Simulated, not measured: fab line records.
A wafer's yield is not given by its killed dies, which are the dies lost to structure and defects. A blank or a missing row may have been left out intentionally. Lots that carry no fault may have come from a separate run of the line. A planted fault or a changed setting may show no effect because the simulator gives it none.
Shared-tool check ; flow nand_harc ; 1 lot, 3 wafers sampled

WHAT PROMPTED THE OPENING
At NHARC_END_SORT_01 the reading killed_at_periphery is flagged on 1 of 1 lot. Fault-free wafers read 3.1, with a standard deviation of 2.1.
Rule: a lot is flagged in two cases, either no wafer of it has a number, or all its wafers with numbers fall more than 4 standard deviations from that mean. The rest of the lots are taken to be sound.

lot;measured;on;killed_at_periphery, wafer by wafer;flag
L608;day 22 07:33;prober-02;664 663 670;FLAGGED
Averaged over the flagged lots the numbers come to 665.7, +662.6 from the usual (+99 or more standard deviations).

WHICH TOOL RAN EACH LOT
4 process steps preceding the reading are held in the record, out of 1159 steps in the route. Every cell lists first the tool, next ch and the chambers used by the sampled wafers, and last the start.
lot;flag;NHARC_P_ZERO_WELL_DESCUM_26;NHARC_P_GATE_EXPOSE_08;NHARC_P_GATE_STRIP_108;NHARC_P_GATE_RTA_64
L608;FLAGGED;rie_diel-01 ch 0,1,3, day 4 14:41;krf_scanner-01 ch 0, day 7 07:35;rie_diel-11 ch 0,1,2, day 7 22:25;rtp_anneal-02 ch 0, day 8 17:04
What is done by these steps:
- NHARC_P_ZERO_WELL_DESCUM_26: chemistry O2, time 3 s.
- NHARC_P_GATE_EXPOSE_08: exposes mask P HV.
- NHARC_P_GATE_STRIP_108: strips in O2.
- NHARC_P_GATE_RTA_64: time 1 s.
- NHARC_END_SORT_01

FLAGGED OVER TOTAL, TOOL BY TOOL (the gauges that took the reading come last)
step;tool;lots run;flagged;share of the flagged lots;sound lots run after its first flagged lot
NHARC_P_ZERO_WELL_DESCUM_26;rie_diel-01;1;1;all;0
NHARC_P_GATE_EXPOSE_08;krf_scanner-01;1;1;all;0
NHARC_P_GATE_STRIP_108;rie_diel-11;1;1;all;0
NHARC_P_GATE_RTA_64;rtp_anneal-02;1;1;all;0
NHARC_END_SORT_01;prober-02;1;1;all;0

WHAT IS ALLOWED BY THE TABLE
5 rows of the table ran every flagged lot: rie_diel-01 at NHARC_P_ZERO_WELL_DESCUM_26, krf_scanner-01 at NHARC_P_GATE_EXPOSE_08, rie_diel-11 at NHARC_P_GATE_STRIP_108, rtp_anneal-02 at NHARC_P_GATE_RTA_64, prober-02 at NHARC_END_SORT_01.
- rie_diel-01 at NHARC_P_ZERO_WELL_DESCUM_26: 1 of its 1 lot flagged. No sound lot ran on it before its first flagged lot in this sample; the start therefore can't be narrowed down.
- krf_scanner-01 at NHARC_P_GATE_EXPOSE_08: 1 of its 1 lot flagged. No sound lot ran on it before its first flagged lot in this sample; the start therefore can't be narrowed down.
- rie_diel-11 at NHARC_P_GATE_STRIP_108: 1 of its 1 lot flagged. No sound lot ran on it before its first flagged lot in this sample; the start therefore can't be narrowed down.
- rtp_anneal-02 at NHARC_P_GATE_RTA_64: 1 of its 1 lot flagged. No sound lot ran on it before its first flagged lot in this sample; the start therefore can't be narrowed down.
- prober-02 at NHARC_END_SORT_01: 1 of its 1 lot flagged. No sound lot ran on it before its first flagged lot in this sample; the start therefore can't be narrowed down.
Counting lots can't tell these 5 tools apart, because each fits a fault that began at some hour. More lots, or a look at what each step does to the wafer, might.

WHAT THE SIMULATOR PUT IN
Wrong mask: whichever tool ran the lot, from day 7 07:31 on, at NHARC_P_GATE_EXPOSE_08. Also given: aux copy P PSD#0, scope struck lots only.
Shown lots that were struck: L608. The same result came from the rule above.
